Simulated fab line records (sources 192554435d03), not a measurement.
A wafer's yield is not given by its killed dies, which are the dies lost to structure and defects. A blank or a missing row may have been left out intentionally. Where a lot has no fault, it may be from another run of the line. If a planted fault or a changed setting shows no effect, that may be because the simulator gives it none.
fab line records || flow n5Finfet || part 2 of 2: steps 26 to 30 of 30
record: {"lots": 5, "wafers": 15, "lastDay": 17}
route steps=1938 shown SDB@376 DUMMY_REMOVAL@377 HKMG_FIN@385
lots that met no fault: from a run of the same line without faults
startH: start of the lot's first displayed wafer, in hours after the record's first day || waitH: hours elapsed since this lot's preceding step || " the same as in the row above || L1.1+2: several wafers, shown together as one row || - value missing, or start not given || * or withheld: withheld || < > ~ a bound
route shown NAME@n: NAME is a module with steps in the file, n the number in the route of the first one || usual: average and standard deviation across the fault-free wafers || same: alike in all rows || chamber/n: place in a boat || sites: readings site by site || _std_site: standard deviation of those values || _edge_site: outer sites' mean less inner sites' || radiusMm: for every site, how far away it sits from the centre of the wafer || mask NAME#n: copy n || behind: the tool/chamber that last shaped the wafer || hold: why the lot was held/for how many hours/how that ended || device: the n, p or np transistor that did not switch || end of line: tests run on the same wafers once the route is complete || a step with no rows: only its recipe || killed: at the first sort, the dies lost to defects and structure; wafer yield is something else || map: the dies of a wafer, with x for killed, . for not killed, _ for no die there
set.NAME: the run value of the setting; set.NAME@STEP: its run value at that earlier step || model.NAME: the simulator's own value behind a step, which no gauge read
lots at selected steps of the route; one table per step, one row per wafer
services: the hour from which a tool's chamber was out of use, counted from the record's first day as startH (under 0 if before that day), plus the number of hours and why
== steps ==
step: N5_HKMG_FIN_DESCUM_53
recipe: {"chemistry": "O2", "timeS": 7.9, "sourcePowerW": 50, "biasPowerW": 20, "pressureMtorr": 20, "rfFrequencyHz": 2.712e+07, "tempC": 40, "resist": "CAR-ArF", "o2FlowSccm": 225}
usual: {"drypumpMotorCurrentA": "5.4/0.34", "o2FlowSccm": "224.9/0.69", "oesProductAu": "0.76/0.072", "rfVppV": "244.0/1.1", "showerheadPlenumPTorr": "2.14/0.057", "throttleValvePct": "20.44/0.16"}
{"lot.wafer": "L076.1", "tool": "rieDiel-02", "chamber": 3, "startH": 88.89, "waitH": 0.0, "drypumpMotorCurrentA": 5.8, "o2FlowSccm": 225.5, "oesProductAu": 0.79, "rfHoursCounterH": 100, "rfVppV": 244.3, "showerheadPlenumPTorr": 2.11, "throttleValvePct": 20.48}
{"lot.wafer": "L076.3", "tool": "rieDiel-02", "chamber": 3, "startH": 88.89, "waitH": 0.0, "drypumpMotorCurrentA": 5.9, "o2FlowSccm": 225.2, "oesProductAu": 0.79, "rfHoursCounterH": "-", "rfVppV": 244.6, "showerheadPlenumPTorr": 2.11, "throttleValvePct": 20.50}
{"lot.wafer": "L076.5", "tool": "rieDiel-02", "chamber": 3, "startH": 88.89, "waitH": 0.0, "drypumpMotorCurrentA": 5.8, "o2FlowSccm": 226.2, "oesProductAu": 0.79, "rfHoursCounterH": "-", "rfVppV": 243.3, "showerheadPlenumPTorr": 2.11, "throttleValvePct": 20.51}
{"lot.wafer": "L083.1", "tool": "rieDiel-02", "chamber": 2, "startH": 131.27, "waitH": 0.0, "drypumpMotorCurrentA": 5.4, "o2FlowSccm": 225.1, "oesProductAu": 0.73, "rfHoursCounterH": 198, "rfVppV": 244.1, "showerheadPlenumPTorr": 2.19, "throttleValvePct": 20.65}
{"lot.wafer": "L083.3", "tool": "rieDiel-02", "chamber": 1, "startH": 131.27, "waitH": 0.0, "drypumpMotorCurrentA": 5.7, "o2FlowSccm": 225.1, "oesProductAu": 0.71, "rfHoursCounterH": 180, "rfVppV": 244.4, "showerheadPlenumPTorr": 2.18, "throttleValvePct": 20.67}
{"lot.wafer": "L083.6", "tool": "rieDiel-02", "chamber": 2, "startH": 131.27, "waitH": 0.0, "drypumpMotorCurrentA": 5.4, "o2FlowSccm": 224.1, "oesProductAu": 0.72, "rfHoursCounterH": "-", "rfVppV": 245.3, "showerheadPlenumPTorr": 2.19, "throttleValvePct": 20.64}
{"lot.wafer": "L085.1", "tool": "rieDiel-02", "chamber": 3, "startH": 145.57, "waitH": 0.1, "drypumpMotorCurrentA": 5.9, "o2FlowSccm": 227.0, "oesProductAu": 0.77, "rfHoursCounterH": 124, "rfVppV": 242.8, "showerheadPlenumPTorr": 2.10, "throttleValvePct": 20.54}
{"lot.wafer": "L085.3", "tool": "rieDiel-02", "chamber": 2, "startH": 145.57, "waitH": 0.1, "drypumpMotorCurrentA": 5.4, "o2FlowSccm": 225.5, "oesProductAu": 0.71, "rfHoursCounterH": 204, "rfVppV": 244.1, "showerheadPlenumPTorr": 2.19, "throttleValvePct": 20.67}
{"lot.wafer": "L085.5", "tool": "rieDiel-02", "chamber": 2, "startH": 145.57, "waitH": 0.1, "drypumpMotorCurrentA": 5.4, "o2FlowSccm": 224.6, "oesProductAu": 0.72, "rfHoursCounterH": "-", "rfVppV": 244.5, "showerheadPlenumPTorr": 2.19, "throttleValvePct": 20.64}
{"lot.wafer": "L086.1", "tool": "rieDiel-01", "chamber": 0, "startH": 145.61, "waitH": 0.1, "drypumpMotorCurrentA": 5.6, "o2FlowSccm": 224.7, "oesProductAu": 0.71, "rfHoursCounterH": 220, "rfVppV": 244.7, "showerheadPlenumPTorr": 2.15, "throttleValvePct": 20.21}
{"lot.wafer": "L086.2", "tool": "rieDiel-01", "chamber": 3, "startH": 145.61, "waitH": 0.1, "drypumpMotorCurrentA": 5.2, "o2FlowSccm": 225.5, "oesProductAu": 0.74, "rfHoursCounterH": 204, "rfVppV": 243.6, "showerheadPlenumPTorr": 2.07, "throttleValvePct": 20.32}
{"lot.wafer": "L086.3", "tool": "rieDiel-01", "chamber": 2, "startH": 145.61, "waitH": 0.1, "drypumpMotorCurrentA": 4.8, "o2FlowSccm": 225.0, "oesProductAu": 0.74, "rfHoursCounterH": 183, "rfVppV": 244.3, "showerheadPlenumPTorr": 2.07, "throttleValvePct": 20.40}
{"lot.wafer": "L096.2", "tool": "rieDiel-01", "chamber": 1, "startH": 209.14, "waitH": 0.0, "drypumpMotorCurrentA": 6.2, "o2FlowSccm": 223.4, "oesProductAu": 0.79, "rfHoursCounterH": 98, "rfVppV": 243.7, "showerheadPlenumPTorr": 2.10, "throttleValvePct": 20.32}
{"lot.wafer": "L096.4", "tool": "rieDiel-01", "chamber": 3, "startH": 209.14, "waitH": 0.0, "drypumpMotorCurrentA": 5.2, "o2FlowSccm": 224.9, "oesProductAu": 0.72, "rfHoursCounterH": 227, "rfVppV": 242.8, "showerheadPlenumPTorr": 2.07, "throttleValvePct": 20.37}
{"lot.wafer": "L096.6", "tool": "rieDiel-01", "chamber": 0, "startH": 209.14, "waitH": 0.0, "drypumpMotorCurrentA": 5.6, "o2FlowSccm": 225.3, "oesProductAu": 0.68, "rfHoursCounterH": "-", "rfVppV": 243.6, "showerheadPlenumPTorr": 2.14, "throttleValvePct": 20.26}
step: N5_HKMG_FIN_ETCH_54
recipe: {"chemistry": "CF4", "target": "SiARC", "targetDepthA": 455, "maskMaterial": "CAR-ArF", "timeS": 75.8, "ionEnergyEv": 80, "pressureMtorr": 40, "sourceW": 545, "biasW": 36, "Ar_flow_sccm": 100, "cf4FlowSccm": 100, "ends": "cleared"}
usual: {"biasW": "35.98/0.12", "drypumpMotorCurrentA": "5.4/0.33", "etchRfOnTimeS": "74.9/1.7", "mfcArSccm": "100.0/0.3", "oesProductAu": "0.65/0.064", "rfVppV": "184.6/0.89", "showerheadPlenumPTorr": "2.19/0.052", "throttleValvePct": "15.64/0.13"}
{"lot.wafer": "L076.1", "tool": "rieDiel-02", "chamber": 3, "startH": 88.95, "waitH": 0.0, "biasW": 36.10, "drypumpMotorCurrentA": 5.9, "etchRfOnTimeS": 74.8, "mfcArSccm": 99.6, "oesProductAu": 0.67, "rfHoursCounterH": 100, "rfVppV": 183.8, "showerheadPlenumPTorr": 2.15, "throttleValvePct": 15.64}
{"lot.wafer": "L076.3", "tool": "rieDiel-02", "chamber": 3, "startH": 88.95, "waitH": 0.0, "biasW": 36.26, "drypumpMotorCurrentA": 5.8, "etchRfOnTimeS": 74.3, "mfcArSccm": 99.5, "oesProductAu": 0.67, "rfHoursCounterH": "-", "rfVppV": 183.5, "showerheadPlenumPTorr": 2.15, "throttleValvePct": 15.66}
{"lot.wafer": "L076.5", "tool": "rieDiel-02", "chamber": 3, "startH": 88.95, "waitH": 0.0, "biasW": 36.16, "drypumpMotorCurrentA": 5.8, "etchRfOnTimeS": 74.2, "mfcArSccm": 99.4, "oesProductAu": 0.67, "rfHoursCounterH": "-", "rfVppV": 184.2, "showerheadPlenumPTorr": 2.15, "throttleValvePct": 15.65}
{"lot.wafer": "L083.1", "tool": "rieDiel-02", "chamber": 2, "startH": 131.30, "waitH": 0.0, "biasW": 36.03, "drypumpMotorCurrentA": 5.4, "etchRfOnTimeS": 73.9, "mfcArSccm": 100.1, "oesProductAu": 0.62, "rfHoursCounterH": 198, "rfVppV": 184.0, "showerheadPlenumPTorr": 2.22, "throttleValvePct": 15.77}
{"lot.wafer": "L083.3", "tool": "rieDiel-02", "chamber": 1, "startH": 131.30, "waitH": 0.0, "biasW": 35.85, "drypumpMotorCurrentA": 5.6, "etchRfOnTimeS": 77.9, "mfcArSccm": 99.7, "oesProductAu": 0.61, "rfHoursCounterH": 180, "rfVppV": 184.7, "showerheadPlenumPTorr": 2.22, "throttleValvePct": 15.79}
{"lot.wafer": "L083.6", "tool": "rieDiel-02", "chamber": 2, "startH": 131.30, "waitH": 0.0, "biasW": 36.08, "drypumpMotorCurrentA": 5.4, "etchRfOnTimeS": 73.6, "mfcArSccm": 99.9, "oesProductAu": 0.62, "rfHoursCounterH": "-", "rfVppV": 184.7, "showerheadPlenumPTorr": 2.22, "throttleValvePct": 15.76}
{"lot.wafer": "L085.1", "tool": "rieDiel-02", "chamber": 3, "startH": 145.60, "waitH": 0.0, "biasW": 36.08, "drypumpMotorCurrentA": 5.9, "etchRfOnTimeS": 75.7, "mfcArSccm": 99.7, "oesProductAu": 0.65, "rfHoursCounterH": 124, "rfVppV": 184.4, "showerheadPlenumPTorr": 2.15, "throttleValvePct": 15.69}
{"lot.wafer": "L085.3", "tool": "rieDiel-02", "chamber": 2, "startH": 145.60, "waitH": 0.0, "biasW": 35.94, "drypumpMotorCurrentA": 5.4, "etchRfOnTimeS": 75.0, "mfcArSccm": 99.4, "oesProductAu": 0.61, "rfHoursCounterH": 204, "rfVppV": 184.5, "showerheadPlenumPTorr": 2.22, "throttleValvePct": 15.78}
{"lot.wafer": "L085.5", "tool": "rieDiel-02", "chamber": 2, "startH": 145.60, "waitH": 0.0, "biasW": 35.94, "drypumpMotorCurrentA": 5.4, "etchRfOnTimeS": 73.9, "mfcArSccm": 99.6, "oesProductAu": 0.61, "rfHoursCounterH": "-", "rfVppV": 185.1, "showerheadPlenumPTorr": 2.22, "throttleValvePct": 15.77}
{"lot.wafer": "L086.1", "tool": "rieDiel-01", "chamber": 0, "startH": 145.64, "waitH": 0.0, "biasW": 35.92, "drypumpMotorCurrentA": 5.5, "etchRfOnTimeS": 75.2, "mfcArSccm": 99.5, "oesProductAu": 0.60, "rfHoursCounterH": 220, "rfVppV": 185.9, "showerheadPlenumPTorr": 2.21, "throttleValvePct": 15.54}
{"lot.wafer": "L086.2", "tool": "rieDiel-01", "chamber": 3, "startH": 145.64, "waitH": 0.0, "biasW": 35.85, "drypumpMotorCurrentA": 5.2, "etchRfOnTimeS": 76.4, "mfcArSccm": 100.0, "oesProductAu": 0.62, "rfHoursCounterH": 204, "rfVppV": 183.6, "showerheadPlenumPTorr": 2.13, "throttleValvePct": 15.58}
{"lot.wafer": "L086.3", "tool": "rieDiel-01", "chamber": 2, "startH": 145.64, "waitH": 0.0, "biasW": 35.92, "drypumpMotorCurrentA": 4.8, "etchRfOnTimeS": 74.1, "mfcArSccm": 99.6, "oesProductAu": 0.63, "rfHoursCounterH": 183, "rfVppV": 184.6, "showerheadPlenumPTorr": 2.13, "throttleValvePct": 15.68}
{"lot.wafer": "L096.2", "tool": "rieDiel-01", "chamber": 1, "startH": 209.18, "waitH": 0.0, "biasW": 36.11, "drypumpMotorCurrentA": 6.1, "etchRfOnTimeS": 73.0, "mfcArSccm": 100.1, "oesProductAu": 0.68, "rfHoursCounterH": 98, "rfVppV": 184.8, "showerheadPlenumPTorr": 2.15, "throttleValvePct": 15.54}
{"lot.wafer": "L096.4", "tool": "rieDiel-01", "chamber": 3, "startH": 209.18, "waitH": 0.0, "biasW": 35.78, "drypumpMotorCurrentA": 5.2, "etchRfOnTimeS": 78.1, "mfcArSccm": 99.7, "oesProductAu": 0.59, "rfHoursCounterH": 227, "rfVppV": 184.3, "showerheadPlenumPTorr": 2.12, "throttleValvePct": 15.64}
{"lot.wafer": "L096.6", "tool": "rieDiel-01", "chamber": 0, "startH": 209.18, "waitH": 0.0, "biasW": 35.94, "drypumpMotorCurrentA": 5.6, "etchRfOnTimeS": 75.7, "mfcArSccm": 99.8, "oesProductAu": 0.58, "rfHoursCounterH": "-", "rfVppV": 184.2, "showerheadPlenumPTorr": 2.21, "throttleValvePct": 15.60}
step: N5_HKMG_FIN_ETCH_55
recipe: {"chemistry": "N2/H2", "target": "SOC", "targetDepthA": 2400, "tempC": 40, "timeS": 300, "ionEnergyEv": 200, "maskMaterial": "SiARC", "pressureMtorr": 30, "sourceW": 840, "biasW": 150, "n2FlowSccm": 200, "h2FlowSccm": 200}
usual: {"biasW": "150.0/0.39", "drypumpMotorCurrentA": "5.4/0.34", "n2FlowSccm": "199.9/0.55", "oesProductAu": "0.77/0.076", "rfVppV": "525.3/1.9", "showerheadPlenumPTorr": "2.59/0.063", "throttleValvePct": "17.85/0.18"}
{"lot.wafer": "L076.1", "tool": "rieDiel-02", "chamber": 3, "startH": 89.03, "waitH": 0.1, "biasW": 149.8, "drypumpMotorCurrentA": 5.9, "n2FlowSccm": 199.3, "oesProductAu": 0.79, "rfHoursCounterH": 100, "rfVppV": 524.7, "showerheadPlenumPTorr": 2.56, "throttleValvePct": 17.81}
{"lot.wafer": "L076.3", "tool": "rieDiel-02", "chamber": 3, "startH": 89.03, "waitH": 0.1, "biasW": 150.1, "drypumpMotorCurrentA": 5.9, "n2FlowSccm": 199.6, "oesProductAu": 0.78, "rfHoursCounterH": "-", "rfVppV": 523.1, "showerheadPlenumPTorr": 2.56, "throttleValvePct": 17.80}
{"lot.wafer": "L076.5", "tool": "rieDiel-02", "chamber": 3, "startH": 89.03, "waitH": 0.1, "biasW": 150.0, "drypumpMotorCurrentA": 5.9, "n2FlowSccm": 200.3, "oesProductAu": 0.79, "rfHoursCounterH": "-", "rfVppV": 522.6, "showerheadPlenumPTorr": 2.56, "throttleValvePct": 17.82}
{"lot.wafer": "L083.1", "tool": "rieDiel-02", "chamber": 2, "startH": 131.36, "waitH": 0.0, "biasW": 150.0, "drypumpMotorCurrentA": 5.4, "n2FlowSccm": 199.4, "oesProductAu": 0.73, "rfHoursCounterH": 198, "rfVppV": 526.7, "showerheadPlenumPTorr": 2.62, "throttleValvePct": 17.85}
{"lot.wafer": "L083.3", "tool": "rieDiel-02", "chamber": 1, "startH": 131.36, "waitH": 0.0, "biasW": 150.2, "drypumpMotorCurrentA": 5.7, "n2FlowSccm": 201.2, "oesProductAu": 0.71, "rfHoursCounterH": 180, "rfVppV": 527.1, "showerheadPlenumPTorr": 2.65, "throttleValvePct": 18.17}
{"lot.wafer": "L083.6", "tool": "rieDiel-02", "chamber": 2, "startH": 131.36, "waitH": 0.0, "biasW": 149.9, "drypumpMotorCurrentA": 5.4, "n2FlowSccm": 199.4, "oesProductAu": 0.73, "rfHoursCounterH": "-", "rfVppV": 525.4, "showerheadPlenumPTorr": 2.62, "throttleValvePct": 17.85}
{"lot.wafer": "L085.1", "tool": "rieDiel-02", "chamber": 3, "startH": 145.66, "waitH": 0.0, "biasW": 150.7, "drypumpMotorCurrentA": 5.9, "n2FlowSccm": 200.3, "oesProductAu": 0.76, "rfHoursCounterH": 124, "rfVppV": 524.1, "showerheadPlenumPTorr": 2.55, "throttleValvePct": 17.86}
{"lot.wafer": "L085.3", "tool": "rieDiel-02", "chamber": 2, "startH": 145.66, "waitH": 0.0, "biasW": 150.6, "drypumpMotorCurrentA": 5.4, "n2FlowSccm": 200.0, "oesProductAu": 0.72, "rfHoursCounterH": 205, "rfVppV": 527.3, "showerheadPlenumPTorr": 2.62, "throttleValvePct": 17.87}
{"lot.wafer": "L085.5", "tool": "rieDiel-02", "chamber": 2, "startH": 145.66, "waitH": 0.0, "biasW": 149.7, "drypumpMotorCurrentA": 5.5, "n2FlowSccm": 199.5, "oesProductAu": 0.72, "rfHoursCounterH": "-", "rfVppV": 527.0, "showerheadPlenumPTorr": 2.62, "throttleValvePct": 17.87}
{"lot.wafer": "L086.1", "tool": "rieDiel-01", "chamber": 0, "startH": 145.70, "waitH": 0.0, "biasW": 150.4, "drypumpMotorCurrentA": 5.6, "n2FlowSccm": 199.4, "oesProductAu": 0.70, "rfHoursCounterH": 220, "rfVppV": 526.2, "showerheadPlenumPTorr": 2.62, "throttleValvePct": 17.79}
{"lot.wafer": "L086.2", "tool": "rieDiel-01", "chamber": 3, "startH": 145.70, "waitH": 0.0, "biasW": 150.5, "drypumpMotorCurrentA": 5.2, "n2FlowSccm": 200.4, "oesProductAu": 0.72, "rfHoursCounterH": 204, "rfVppV": 523.6, "showerheadPlenumPTorr": 2.52, "throttleValvePct": 17.80}
{"lot.wafer": "L086.3", "tool": "rieDiel-01", "chamber": 2, "startH": 145.70, "waitH": 0.0, "biasW": 150.3, "drypumpMotorCurrentA": 4.8, "n2FlowSccm": 200.4, "oesProductAu": 0.74, "rfHoursCounterH": 183, "rfVppV": 523.3, "showerheadPlenumPTorr": 2.54, "throttleValvePct": 17.87}
{"lot.wafer": "L096.2", "tool": "rieDiel-01", "chamber": 1, "startH": 209.23, "waitH": 0.0, "biasW": 149.6, "drypumpMotorCurrentA": 6.2, "n2FlowSccm": 199.5, "oesProductAu": 0.79, "rfHoursCounterH": 99, "rfVppV": 523.6, "showerheadPlenumPTorr": 2.56, "throttleValvePct": 17.85}
{"lot.wafer": "L096.4", "tool": "rieDiel-01", "chamber": 3, "startH": 209.23, "waitH": 0.0, "biasW": 149.5, "drypumpMotorCurrentA": 5.3, "n2FlowSccm": 200.9, "oesProductAu": 0.70, "rfHoursCounterH": 227, "rfVppV": 524.1, "showerheadPlenumPTorr": 2.51, "throttleValvePct": 17.83}
{"lot.wafer": "L096.6", "tool": "rieDiel-01", "chamber": 0, "startH": 209.23, "waitH": 0.0, "biasW": 150.4, "drypumpMotorCurrentA": 5.6, "n2FlowSccm": 199.2, "oesProductAu": 0.67, "rfHoursCounterH": "-", "rfVppV": 525.8, "showerheadPlenumPTorr": 2.61, "throttleValvePct": 17.83}
step: N5_HKMG_FIN_STRIP_56
recipe: {"chemistry": "N2/H2", "tempC": 40, "n2FlowSccm": 200, "h2FlowSccm": 200, "rfFrequencyHz": 6e+07}
{"lot.wafer": "L076.1+3+5", "tool": "rieDiel-02", "chamber": 3, "startH": 89.30, "waitH": 0.2}
{"lot.wafer": "L083.1+3+6", "tool": "rieDiel-02", "chamber": "2,1,2", "startH": 131.54, "waitH": 0.1}
{"lot.wafer": "L085.1+3+5", "tool": "rieDiel-02", "chamber": "3,2,2", "startH": 145.84, "waitH": 0.1}
{"lot.wafer": "L086.1+2+3", "tool": "rieDiel-01", "chamber": "0,3,2", "startH": 145.88, "waitH": 0.1}
{"lot.wafer": "L096.2+4+6", "tool": "rieDiel-01", "chamber": "1,3,0", "startH": 209.41, "waitH": 0.1}
step: N5_HKMG_FIN_STRIP_57
recipe: {"chemistry": "CF4", "resist": "SiARC", "powerW": 300, "biasPowerW": 75, "pressureMtorr": 50, "cf4FlowSccm": 150, "rfFrequencyHz": 6e+07}
usual: {"drypumpMotorCurrentA": "5.4/0.34", "oesProductAu": "0.75/0.067", "rfVppV": "272.0/1.3", "showerheadPlenumPTorr": "1.83/0.045", "throttleValvePct": "13.62/0.15"}
{"lot.wafer": "L076.1", "tool": "rieDiel-02", "chamber": 3, "startH": 89.32, "waitH": 0.0, "drypumpMotorCurrentA": 5.9, "oesProductAu": 0.77, "rfHoursCounterH": 100, "rfVppV": 271.9, "showerheadPlenumPTorr": 1.81, "throttleValvePct": 13.60}
{"lot.wafer": "L076.3", "tool": "rieDiel-02", "chamber": 3, "startH": 89.32, "waitH": 0.0, "drypumpMotorCurrentA": 5.9, "oesProductAu": 0.77, "rfHoursCounterH": "-", "rfVppV": 272.0, "showerheadPlenumPTorr": 1.81, "throttleValvePct": 13.62}
{"lot.wafer": "L076.5", "tool": "rieDiel-02", "chamber": 3, "startH": 89.32, "waitH": 0.0, "drypumpMotorCurrentA": 5.8, "oesProductAu": 0.77, "rfHoursCounterH": "-", "rfVppV": 271.5, "showerheadPlenumPTorr": 1.81, "throttleValvePct": 13.62}
{"lot.wafer": "L083.1", "tool": "rieDiel-02", "chamber": 2, "startH": 131.55, "waitH": 0.0, "drypumpMotorCurrentA": 5.4, "oesProductAu": 0.71, "rfHoursCounterH": 198, "rfVppV": 272.4, "showerheadPlenumPTorr": 1.86, "throttleValvePct": 13.76}
{"lot.wafer": "L083.3", "tool": "rieDiel-02", "chamber": 1, "startH": 131.55, "waitH": 0.0, "drypumpMotorCurrentA": 5.6, "oesProductAu": 0.72, "rfHoursCounterH": 180, "rfVppV": 271.8, "showerheadPlenumPTorr": 1.87, "throttleValvePct": 13.81}
{"lot.wafer": "L083.6", "tool": "rieDiel-02", "chamber": 2, "startH": 131.55, "waitH": 0.0, "drypumpMotorCurrentA": 5.5, "oesProductAu": 0.71, "rfHoursCounterH": "-", "rfVppV": 272.4, "showerheadPlenumPTorr": 1.86, "throttleValvePct": 13.78}
{"lot.wafer": "L085.1", "tool": "rieDiel-02", "chamber": 3, "startH": 145.85, "waitH": 0.0, "drypumpMotorCurrentA": 5.9, "oesProductAu": 0.75, "rfHoursCounterH": 124, "rfVppV": 272.7, "showerheadPlenumPTorr": 1.80, "throttleValvePct": 13.66}
{"lot.wafer": "L085.3", "tool": "rieDiel-02", "chamber": 2, "startH": 145.85, "waitH": 0.0, "drypumpMotorCurrentA": 5.4, "oesProductAu": 0.70, "rfHoursCounterH": 205, "rfVppV": 273.8, "showerheadPlenumPTorr": 1.86, "throttleValvePct": 13.79}
{"lot.wafer": "L085.5", "tool": "rieDiel-02", "chamber": 2, "startH": 145.85, "waitH": 0.0, "drypumpMotorCurrentA": 5.4, "oesProductAu": 0.71, "rfHoursCounterH": "-", "rfVppV": 272.8, "showerheadPlenumPTorr": 1.86, "throttleValvePct": 13.78}
{"lot.wafer": "L086.1", "tool": "rieDiel-01", "chamber": 0, "startH": 145.89, "waitH": 0.0, "drypumpMotorCurrentA": 5.6, "oesProductAu": 0.69, "rfHoursCounterH": 220, "rfVppV": 272.6, "showerheadPlenumPTorr": 1.85, "throttleValvePct": 13.55}
{"lot.wafer": "L086.2", "tool": "rieDiel-01", "chamber": 3, "startH": 145.89, "waitH": 0.0, "drypumpMotorCurrentA": 5.2, "oesProductAu": 0.73, "rfHoursCounterH": 204, "rfVppV": 271.1, "showerheadPlenumPTorr": 1.78, "throttleValvePct": 13.54}
{"lot.wafer": "L086.3", "tool": "rieDiel-01", "chamber": 2, "startH": 145.89, "waitH": 0.0, "drypumpMotorCurrentA": 4.8, "oesProductAu": 0.72, "rfHoursCounterH": 183, "rfVppV": 271.2, "showerheadPlenumPTorr": 1.78, "throttleValvePct": 13.66}
{"lot.wafer": "L096.2", "tool": "rieDiel-01", "chamber": 1, "startH": 209.42, "waitH": 0.0, "drypumpMotorCurrentA": 6.1, "oesProductAu": 0.79, "rfHoursCounterH": 99, "rfVppV": 271.8, "showerheadPlenumPTorr": 1.81, "throttleValvePct": 13.52}
{"lot.wafer": "L096.4", "tool": "rieDiel-01", "chamber": 3, "startH": 209.42, "waitH": 0.0, "drypumpMotorCurrentA": 5.2, "oesProductAu": 0.70, "rfHoursCounterH": 228, "rfVppV": 271.2, "showerheadPlenumPTorr": 1.77, "throttleValvePct": 13.63}
{"lot.wafer": "L096.6", "tool": "rieDiel-01", "chamber": 0, "startH": 209.42, "waitH": 0.0, "drypumpMotorCurrentA": 5.6, "oesProductAu": 0.68, "rfHoursCounterH": "-", "rfVppV": 272.3, "showerheadPlenumPTorr": 1.84, "throttleValvePct": 13.59}
== services ==
{"tool": "arfiScanner-01", "chamber": "-", "startH": 71.51, "hours": 1.0, "kind": "pm"}
{"tool": "arfiScanner-01", "chamber": "-", "startH": 72.51, "hours": 4.9, "kind": "pm"}
{"tool": "rieDiel-04", "chamber": 3, "startH": 72.64, "hours": 7.9, "kind": "repair"}
{"tool": "remotePlasma-02", "chamber": "-", "startH": 73.31, "hours": 0.8, "kind": "repair"}
{"tool": "arfiScanner-02", "chamber": "-", "startH": 81.67, "hours": 1.3, "kind": "pm"}
{"tool": "rieDiel-01", "chamber": 1, "startH": 81.67, "hours": 5.2, "kind": "repair"}
{"tool": "arfiScanner-01", "chamber": "-", "startH": 81.74, "hours": 1.3, "kind": "pm"}
{"tool": "rieDiel-02", "chamber": 2, "startH": 82.00, "hours": 6.6, "kind": "repair"}
{"tool": "rieDiel-01", "chamber": "-", "startH": 85.27, "hours": 0.6, "kind": "repair"}
{"tool": "rieDiel-02", "chamber": 1, "startH": 87.60, "hours": 7.7, "kind": "repair"}
{"tool": "aldHk-02", "chamber": "-", "startH": 93.07, "hours": 6.0, "kind": "pm"}
{"tool": "rieDiel-03", "chamber": "-", "startH": 96.86, "hours": 14.6, "kind": "pm"}
{"tool": "rieDiel-02", "chamber": 1, "startH": 101.25, "hours": 2.7, "kind": "repair"}
{"tool": "remotePlasma-02", "chamber": "-", "startH": 102.90, "hours": 1.7, "kind": "repair"}
{"tool": "arfiScanner-02", "chamber": "-", "startH": 110.27, "hours": 0.8, "kind": "pm"}
{"tool": "rieDiel-03", "chamber": 1, "startH": 132.78, "hours": 6.3, "kind": "repair"}
{"tool": "rieDiel-04", "chamber": 2, "startH": 157.27, "hours": 4.0, "kind": "repair"}
{"tool": "rieDiel-03", "chamber": "-", "startH": 163.67, "hours": 4.3, "kind": "pm"}
{"tool": "arfiScanner-02", "chamber": "-", "startH": 166.25, "hours": 1.0, "kind": "pm"}
{"tool": "arfiScanner-02", "chamber": "-", "startH": 174.69, "hours": 1.0, "kind": "pm"}
{"tool": "wetBench-04", "chamber": "-", "startH": 186.98, "hours": 0.9, "kind": "repair"}
{"tool": "rieDiel-01", "chamber": 1, "startH": 191.40, "hours": 6.2, "kind": "repair"}
{"tool": "rieDiel-04", "chamber": 3, "startH": 192.54, "hours": 5.8, "kind": "repair"}
{"tool": "arfiScanner-02", "chamber": "-", "startH": 207.17, "hours": 1.3, "kind": "pm"}
